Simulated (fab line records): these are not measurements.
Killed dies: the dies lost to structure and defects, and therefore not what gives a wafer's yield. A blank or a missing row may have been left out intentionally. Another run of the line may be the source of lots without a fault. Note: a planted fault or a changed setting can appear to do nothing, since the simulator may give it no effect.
Which tool did it? || flow nand harc || 18 wafers from 6 lots sampled at 2 of the route's 1159 steps

## WHAT THE GAUGES READ, wafer by wafer
NHARC_P_CONTACT_OVL_MEAS_13.
{"lot": "L927", "measured": "day 5 21:03", "on": "overlay-02", "overlay x nm (nm)": "-0.1 -0.3 -0.3"}
{"lot": "L930", "measured": "day 6 18:21", "on": "overlay-01", "overlay x nm (nm)": "0.0 0.2 -0.3"}
{"lot": "L932", "measured": "day 7 12:38", "on": "overlay-02", "overlay x nm (nm)": "0.5 0.5 1.2"}
{"lot": "L933", "measured": "day 7 16:50", "on": "overlay-01", "overlay x nm (nm)": "-0.9 -0.5 -0.9"}
{"lot": "L945", "measured": "day 10 12:01", "on": "overlay-01", "overlay x nm (nm)": "1.0 0.3 1.3"}
{"lot": "L947", "measured": "day 11 01:47", "on": "overlay-02", "overlay x nm (nm)": "-0.1 -0.2 -0.3"}

## EACH LOT AND THE TOOL THAT RAN IT (in order: tool; ch and the chambers of the sampled wafers; start)
{"lot": "L927", "NHARC_P_GATE_RTA_80": "rtp anneal-02 ch 0, day 5 18:49"}
{"lot": "L930", "NHARC_P_GATE_RTA_80": "rtp anneal-02 ch 0, day 6 16:07"}
{"lot": "L932", "NHARC_P_GATE_RTA_80": "rtp anneal-02 ch 0, day 7 10:17"}
{"lot": "L933", "NHARC_P_GATE_RTA_80": "rtp anneal-01 ch 0, day 7 14:28"}
{"lot": "L945", "NHARC_P_GATE_RTA_80": "rtp anneal-01 ch 0, day 10 09:41"}
{"lot": "L947", "NHARC_P_GATE_RTA_80": "rtp anneal-02 ch 0, day 10 23:00"}
- NHARC_P_GATE_RTA_80: time 30 s.

## THE ANSWER, worked out from the rows above alone
Rule: the lots themselves supply what counts as usual. The widest of any qualifying gaps counts: lots, ordered by their means at a reading, are off when they make up no more than a third of the lots, leave a main group of 4 or more, and stand apart from it by 3 or more times the standard deviation of that group's means. A main group is skipped when, at the precision printed for the reading in the tables above, its means are all equal. A lot without any number at a reading at which 4 lots or more have one is off too. Any other lot the step has rows for is counted as sound.
No lot is off at any reading shown: from this, nothing can be told.

## WHAT WAS PUT IN BY THE SIMULATOR
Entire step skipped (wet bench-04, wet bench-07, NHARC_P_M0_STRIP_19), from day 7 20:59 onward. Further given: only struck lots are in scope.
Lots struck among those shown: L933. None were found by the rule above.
